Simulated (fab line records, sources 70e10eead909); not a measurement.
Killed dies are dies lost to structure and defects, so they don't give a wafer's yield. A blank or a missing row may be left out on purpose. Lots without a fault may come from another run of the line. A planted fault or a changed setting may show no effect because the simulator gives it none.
Chamber matching | flow nand_harc | NHARC_HYBRID_BOND_ACTIVATE_00 on rie_diel-03: 4 sister chambers
The step chemistry N2, time 60 s. 8 wafers are shown with their chamber, then 8 later ones without.

WAFERS WITH THEIR CHAMBER
wafer  | chamber | drypump_motor_current_A (A) | oes_product_au (a.u.)
L294.6 | 0       | 5.7                         | 1.014
L296.4 | 0       | 5.7                         | 1.012
L302.2 | 1       | 6.6                         | 0.975
L302.3 | 2       | 6.0                         | 1.012
L305.1 | 2       | 5.9                         | 1.002
L305.2 | 1       | 6.6                         | 0.991
L305.6 | 3       | 6.2                         | 1.004
L309.2 | 3       | 6.2                         | 1.008

WAFERS WITHOUT THEIR CHAMBER
wafer  | drypump_motor_current_A (A) | oes_product_au (a.u.)
L309.3 | 5.9                         | 1.009
L309.6 | 5.8                         | 0.997
L311.3 | 6.6                         | 0.995
L311.5 | 6.6                         | 1.000
L311.6 | 5.7                         | 0.994
L312.1 | 6.2                         | 0.993
L312.4 | 6.0                         | 1.012
L312.5 | 5.7                         | 0.992

WHICH CHAMBER EACH WENT THROUGH
wafer  | from the rows above     | in truth
L309.3 | 2                       | 2
L309.6 | can't be placed: 0 or 2 | 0
L311.3 | 1                       | 1
L311.5 | 1                       | 1
L311.6 | 0                       | 0
L312.1 | 3                       | 3
L312.4 | 2                       | 2
L312.5 | 0                       | 0
Placed correctly: 7 of 8. Can't be placed from these rows: 1 (the true chamber is among the candidates in 1). Placed wrongly: 0.
How it was worked out, from the rows above alone: a wafer's distance from a chamber is the root of the sum, over the readings, of the square of ((its reading less the chamber's mean) divided by the reading's scatter). The wafer belongs to the nearest chamber; if the next one is less than 2 further off, it can't be placed. A chamber's mean is the mean of its shown wafers. The scatter: the root of (the sum of the squares of (reading less its chamber's mean) over the shown wafers, divided by (wafers less chambers)).
